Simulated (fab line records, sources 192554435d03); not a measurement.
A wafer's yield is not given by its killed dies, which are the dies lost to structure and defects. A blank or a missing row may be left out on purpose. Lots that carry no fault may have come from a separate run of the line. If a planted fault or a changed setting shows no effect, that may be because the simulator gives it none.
Matching of chambers | flow n5Finfet | N5_BEOL_M10_CURE_71 on uvCure-01: 3 sister chambers
The step cures SiCOH lowk, time 240 s. 6 wafers are shown with their chamber, then 9 later ones without.

WAFERS WITH THEIR CHAMBER
wafer  | chamber | lampPowerPct (%) | wafer_temp_C_max
L076.4 | 1       | 52.30            | 386.1
L076.6 | 1       | 52.20            | 387.4
L084.2 | 0       | 52.25            | 386.6
L084.5 | 0       | 52.30            | 386.8
L086.2 | 2       | 52.28            | 386.5
L086.4 | 2       | 52.35            | 386.1

WAFERS WHOSE CHAMBER IS MISSING
wafer  | lampPowerPct (%) | wafer_temp_C_max
L090.1 | 52.18            | 386.7
L090.2 | 52.30            | 387.4
L090.4 | 52.24            | 386.9
L093.3 | 52.40            | 386.5
L093.4 | 52.29            | 386.5
L093.6 | 52.33            | 386.6
L095.1 | 52.36            | 387.5
L095.3 | 52.35            | 386.8
L095.6 | 52.37            | 387.2

EACH ONE'S CHAMBER
wafer  | from the rows above          | in truth
L090.1 | can't be placed: 1 or 0 or 2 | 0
L090.2 | can't be placed: 0 or 1 or 2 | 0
L090.4 | can't be placed: 1 or 0 or 2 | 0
L093.3 | can't be placed: 2 or 0 or 1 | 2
L093.4 | can't be placed: 0 or 2 or 1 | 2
L093.6 | can't be placed: 2 or 0 or 1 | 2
L095.1 | can't be placed: 0 or 2 or 1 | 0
L095.3 | can't be placed: 2 or 0 or 1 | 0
L095.6 | can't be placed: 2 or 0 or 1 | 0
0 of 9 placed correctly. Unplaceable from these rows: 9, with the true chamber sitting among the candidates in 9. 0 placed wrongly.
How it was worked out, from the rows above alone: a wafer's distance from a chamber is the root of the sum, over the readings, of the square of ((its reading less the chamber's mean) divided by the reading's scatter). The wafer belongs to the nearest chamber; if the next one is less than 2 further off, it can't be placed. A chamber's mean is the mean of its shown wafers. How the scatter is found: for the shown wafers, subtract from each reading the mean of its chamber, square and add these, divide the total by (wafers less chambers), then take the root.
